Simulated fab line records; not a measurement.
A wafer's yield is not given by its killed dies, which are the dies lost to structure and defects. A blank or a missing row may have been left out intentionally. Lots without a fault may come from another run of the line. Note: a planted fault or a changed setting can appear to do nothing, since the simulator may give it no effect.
What tool caused it? / flow n5-finfet / 10 lots with 29 wafers sampled at 5 steps, on a route of 1938 steps

== WHAT EACH GAUGE READ, for each wafer ==
N5_BEOL_M1_THK_MEAS_01.
lot=L362; measured=day 6 01:49; on=film-metro-01; M1_ILD_THK (nm)=76.6 75.9 76.9
lot=L364; measured=day 6 12:12; on=film-metro-02; M1_ILD_THK (nm)=77.1 80.1 78.8
lot=L366; measured=day 6 22:57; on=film-metro-02; M1_ILD_THK (nm)=77.7 77.9 78.3
lot=L370; measured=day 8 02:15; on=film-metro-01; M1_ILD_THK (nm)=76.8 79.2
lot=L372; measured=day 8 07:35; on=film-metro-01; M1_ILD_THK (nm)=116.8 78.5 79.2
lot=L373; measured=day 8 16:53; on=film-metro-02; M1_ILD_THK (nm)=117.1 78.1 78.5
lot=L374; measured=day 9 03:51; on=film-metro-01; M1_ILD_THK (nm)=118.1 77.0 78.8
lot=L383; measured=day 11 11:35; on=film-metro-02; M1_ILD_THK (nm)=80.0 80.2 78.9
lot=L384; measured=day 11 12:02; on=film-metro-02; M1_ILD_THK (nm)=77.9 79.8 79.3
lot=L385; measured=day 11 20:11; on=film-metro-02; M1_ILD_THK (nm)=80.4 79.9 80.1

== TOOL THAT RAN EACH LOT (tool first, then ch and the chambers of the sampled wafers, then the start) ==
lot=L362; N5_BEOL_M0_PRE_CLEAN_113=pvd-sputter-03, day 5 23:07; N5_BEOL_M0_SPUTTER_134=pvd-sputter-01, day 6 00:17; N5_BEOL_M0_CMP_120=cmp-03 ch 1,2,3, day 6 01:04; N5_BEOL_M1_ILD_DEP_00=pecvd-04 ch 0,1,2, day 6 01:44
lot=L364; N5_BEOL_M0_PRE_CLEAN_113=pvd-sputter-03, day 6 09:52; N5_BEOL_M0_SPUTTER_134=pvd-sputter-03, day 6 10:52; N5_BEOL_M0_CMP_120=cmp-01 ch 1,3, day 6 11:29; N5_BEOL_M1_ILD_DEP_00=pecvd-01 ch 0,2, day 6 12:08
lot=L366; N5_BEOL_M0_PRE_CLEAN_113=pvd-sputter-02, day 6 20:02; N5_BEOL_M0_SPUTTER_134=pvd-sputter-02, day 6 21:13; N5_BEOL_M0_CMP_120=cmp-04 ch 0,2,3, day 6 22:14; N5_BEOL_M1_ILD_DEP_00=pecvd-01 ch 1,2, day 6 22:53
lot=L370; N5_BEOL_M0_PRE_CLEAN_113=pvd-sputter-01, day 8 00:15; N5_BEOL_M0_SPUTTER_134=pvd-sputter-03, day 8 00:57; N5_BEOL_M0_CMP_120=cmp-01 ch 0,1, day 8 01:38; N5_BEOL_M1_ILD_DEP_00=pecvd-01 ch 0,2, day 8 02:11
lot=L372; N5_BEOL_M0_PRE_CLEAN_113=pvd-sputter-03, day 8 05:05; N5_BEOL_M0_SPUTTER_134=pvd-sputter-02, day 8 06:17; N5_BEOL_M0_CMP_120=cmp-04 ch 0,2,3, day 8 06:54; N5_BEOL_M1_ILD_DEP_00=pecvd-01 ch 1,2, day 8 07:31
lot=L373; N5_BEOL_M0_PRE_CLEAN_113=pvd-sputter-03, day 8 14:42; N5_BEOL_M0_SPUTTER_134=pvd-sputter-03, day 8 15:35; N5_BEOL_M0_CMP_120=cmp-03 ch 0,1,3, day 8 16:16; N5_BEOL_M1_ILD_DEP_00=pecvd-01 ch 0,1,2, day 8 16:49
lot=L374; N5_BEOL_M0_PRE_CLEAN_113=pvd-sputter-01, day 9 01:16; N5_BEOL_M0_SPUTTER_134=pvd-sputter-02, day 9 02:20; N5_BEOL_M0_CMP_120=cmp-04 ch 0,1, day 9 03:02; N5_BEOL_M1_ILD_DEP_00=pecvd-01 ch 1,2, day 9 03:47
lot=L383; N5_BEOL_M0_PRE_CLEAN_113=pvd-sputter-02, day 11 09:28; N5_BEOL_M0_SPUTTER_134=pvd-sputter-02, day 11 10:11; N5_BEOL_M0_CMP_120=cmp-04 ch 2,3, day 11 10:56; N5_BEOL_M1_ILD_DEP_00=pecvd-02 ch 0,1, day 11 11:31
lot=L384; N5_BEOL_M0_PRE_CLEAN_113=pvd-sputter-02, day 11 09:33; N5_BEOL_M0_SPUTTER_134=pvd-sputter-02, day 11 10:37; N5_BEOL_M0_CMP_120=cmp-01 ch 0,1,3, day 11 11:26; N5_BEOL_M1_ILD_DEP_00=pecvd-02 ch 0,2, day 11 11:58
lot=L385; N5_BEOL_M0_PRE_CLEAN_113=pvd-sputter-01, day 11 17:01; N5_BEOL_M0_SPUTTER_134=pvd-sputter-02, day 11 18:05; N5_BEOL_M0_CMP_120=cmp-04 ch 2,3, day 11 19:32; N5_BEOL_M1_ILD_DEP_00=pecvd-02 ch 0,1,2, day 11 20:08
- N5_BEOL_M0_PRE_CLEAN_113: time 30 s.
- N5_BEOL_M0_SPUTTER_134: material Cu, target thk 4 nm, time 7.37 s.
- N5_BEOL_M0_CMP_120: polishes, stops on SiOC, t overpolish 6.9 s.
- N5_BEOL_M1_ILD_DEP_00: deposits SiOC from DEMS/O2, target thk 79 nm, time 15.3 s.

== THE ANSWER, worked out from the rows above alone ==
Rule: the lots themselves supply what counts as usual. The widest of any qualifying gaps counts: lots, ordered by their means at a reading, are off when they make up no more than a third of the lots, leave a main group of 4 or more, and stand apart from it by 3 or more times the standard deviation of that group's means. If all means in a main group match to the digits the tables above print for the reading, that group is not used. A lot without any number at a reading at which 4 lots or more have one is off too. Any other lot the step has rows for is counted as sound.
Off: L372, L373, L374, seen at N5_BEOL_M1_THK_MEAS_01 (M1_ILD_THK). The main group: mean 78.6 nm, standard deviation 1.1.
If a tool, at a process step before that reading, ran all the lots that are off and no sound lot after the first of them, it fits. The gauges at N5_BEOL_M1_THK_MEAS_01 are tried like those tools. One fits: pecvd-01 at N5_BEOL_M1_ILD_DEP_00. A fault onset in the window from L370 (day 8 02:11, its last sound lot) to L372 (day 8 07:31, its first lot off) fits.

== WHAT THE SIMULATOR HAD PUT IN ==
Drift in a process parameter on pecvd-01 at N5_BEOL_M1_ILD_DEP_00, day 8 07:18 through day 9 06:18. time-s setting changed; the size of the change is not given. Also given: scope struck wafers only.
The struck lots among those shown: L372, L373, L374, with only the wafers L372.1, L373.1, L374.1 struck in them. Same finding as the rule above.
